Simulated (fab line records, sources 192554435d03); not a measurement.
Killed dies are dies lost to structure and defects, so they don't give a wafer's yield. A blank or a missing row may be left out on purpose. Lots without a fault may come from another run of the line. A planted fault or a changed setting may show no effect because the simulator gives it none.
Chamber matching | flow n5_finfet | N5_BEOL_M0_SAQP_SPACER2_ALD_26 on ald_sin-01: 4 sister chambers
The step deposits SiO2, target thk 15 nm, pulse time 1 s, purge time 2 s. 4 wafers are shown with their chamber, then 12 later ones without.

WAFERS WITH THEIR CHAMBER
wafer  | chamber | heater_power_w (W)
L083.4 | 1       | 426
L086.3 | 2       | 458
L086.5 | 3       | 414
L086.6 | 0       | 521

WAFERS WITHOUT THEIR CHAMBER
wafer  | heater_power_w (W)
L091.3 | 458
L091.4 | 509
L091.5 | 514
L093.1 | 438
L093.4 | 504
L093.5 | 420
L092.4 | 452
L092.5 | 460
L092.6 | 420
L095.2 | 437
L095.3 | 455
L095.6 | 435

WHICH CHAMBER EACH WENT THROUGH
wafer  | from the rows above          | in truth
L091.3 | 2                            | 2
L091.4 | 0                            | 0
L091.5 | 0                            | 0
L093.1 | can't be placed: 1 or 2 or 3 | 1
L093.4 | 0                            | 0
L093.5 | can't be placed: 1 or 3      | 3
L092.4 | 2                            | 2
L092.5 | 2                            | 2
L092.6 | can't be placed: 1 or 3      | 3
L095.2 | can't be placed: 1 or 2 or 3 | 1
L095.3 | 2                            | 2
L095.6 | can't be placed: 1 or 3 or 2 | 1
Placed correctly: 7 of 12. Can't be placed from these rows: 5 (the true chamber is among the candidates in 5). Placed wrongly: 0.
How it was worked out, from the rows above alone: a wafer's distance from a chamber is the root of the sum, over the readings, of the square of ((its reading less the chamber's mean) divided by the reading's scatter). The wafer belongs to the nearest chamber; if the next one is less than 2 further off, it can't be placed. A chamber's mean is the mean of its shown wafers. The scatter: with one shown wafer a chamber, the root of the mean of the squares of how far each hidden wafer lies from its nearest shown one.
